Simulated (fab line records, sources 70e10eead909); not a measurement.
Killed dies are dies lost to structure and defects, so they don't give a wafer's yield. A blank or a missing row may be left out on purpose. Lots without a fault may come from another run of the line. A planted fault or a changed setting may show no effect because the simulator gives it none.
Chamber matching | flow nand_harc | NHARC_A_CONTACT_ALD_18 on ald_metal-04: 4 sister chambers
The step deposits TiN, target thk 3 nm, pulse time 1 s, ald cycles 150. 30 wafers are shown with their chamber, then 12 later ones without.

WAFERS WITH THEIR CHAMBER
wafer  | chamber | heater_power_w (W) | precursor_pulse_height_rel
L075.1 | 1       | 1007               | 0.997
L075.5 | 2       | 903                | 0.995
L075.6 | 1       | 1025               | 1.003
L078.2 | 3       | 1125               | 0.994
L078.4 | 0       | 1021               | 1.029
L078.6 | 2       | 923                | 0.988
L080.1 | 0       | 1018               | 1.009
L080.4 | 3       | 1139               | 1.004
L080.6 | 3       | 1105               | 0.986
L080.2 | 1       | 1027               | 0.996
L080.3 | 2       | 925                | 0.954
L080.5 | 0       | 993                | 1.006
L082.2 | 0       | 1007               | 1.028
L082.4 | 2       | 941                | 0.985
L082.6 | 1       | 1015               | 1.010
L082.1 | 1       | 1018               | 1.011
L082.3 | 3       | 1139               | 0.992
L082.5 | 0       | 1024               | 0.989
L084.2 | 3       | 1137               | 0.981
L084.3 | 2       | 917                | 1.021
L084.6 | 2       | 918                | 0.953
L087.1 | 3       | 1149               | 0.997
L087.3 | 1       | 1014               | 0.994
L087.4 | 2       | 919                | 0.983
L089.1 | 1       | 1003               | 1.001
L089.2 | 0       | 1037               | 0.944
L089.3 | 2       | 908                | 1.001
L090.1 | 2       | 853                | 0.998
L090.2 | 3       | 1086               | 0.972
L090.5 | 2       | 882                | 0.980

SIGNATURES (means of the wafers above)
reading                    | chamber 0 | chamber 1 | chamber 2 | chamber 3 | scatter within a chamber
heater_power_w             | 1016.67   | 1015.57   | 908.90    | 1125.71   | 19.9
precursor_pulse_height_rel | 1.00083   | 1.00171   | 0.98580   | 0.98943   | 0.0194
Rule: a wafer's distance from a chamber is the root of the sum, over the readings, of the square of ((its reading less the chamber's mean) divided by the reading's scatter). The wafer belongs to the nearest chamber; if the next one is less than 2 further off, it can't be placed. The scatter: the root of (the sum of the squares of (reading less its chamber's mean) over the shown wafers, divided by (wafers less chambers)).

WAFERS WITHOUT THEIR CHAMBER
wafer  | heater_power_w (W) | precursor_pulse_height_rel
L093.1 | 1060               | 1.011
L093.3 | 1061               | 1.007
L093.5 | 855                | 1.002
L096.1 | 969                | 1.018
L096.2 | 1059               | 1.001
L096.4 | 1036               | 1.014
L097.1 | 982                | 1.010
L097.2 | 880                | 0.975
L097.3 | 1024               | 0.977
L097.4 | 1052               | 0.997
L097.5 | 867                | 0.985
L097.6 | 1061               | 1.012

WHICH CHAMBER EACH WENT THROUGH
wafer  | from the rows above          | in truth
L093.1 | can't be placed: 0 or 1 or 3 | 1
L093.3 | can't be placed: 0 or 1 or 3 | 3
L093.5 | 2                            | 2
L096.1 | can't be placed: 1 or 0 or 2 | 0
L096.2 | can't be placed: 0 or 1 or 3 | 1
L096.4 | can't be placed: 0 or 1      | 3
L097.1 | can't be placed: 1 or 0      | 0
L097.2 | 2                            | 2
L097.3 | can't be placed: 0 or 1      | 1
L097.4 | can't be placed: 0 or 1 or 3 | 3
L097.5 | 2                            | 2
L097.6 | can't be placed: 0 or 1 or 3 | 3
Placed correctly: 3 of 12. Can't be placed from these rows: 9 (the true chamber is among the candidates in 8). Placed wrongly: 0.
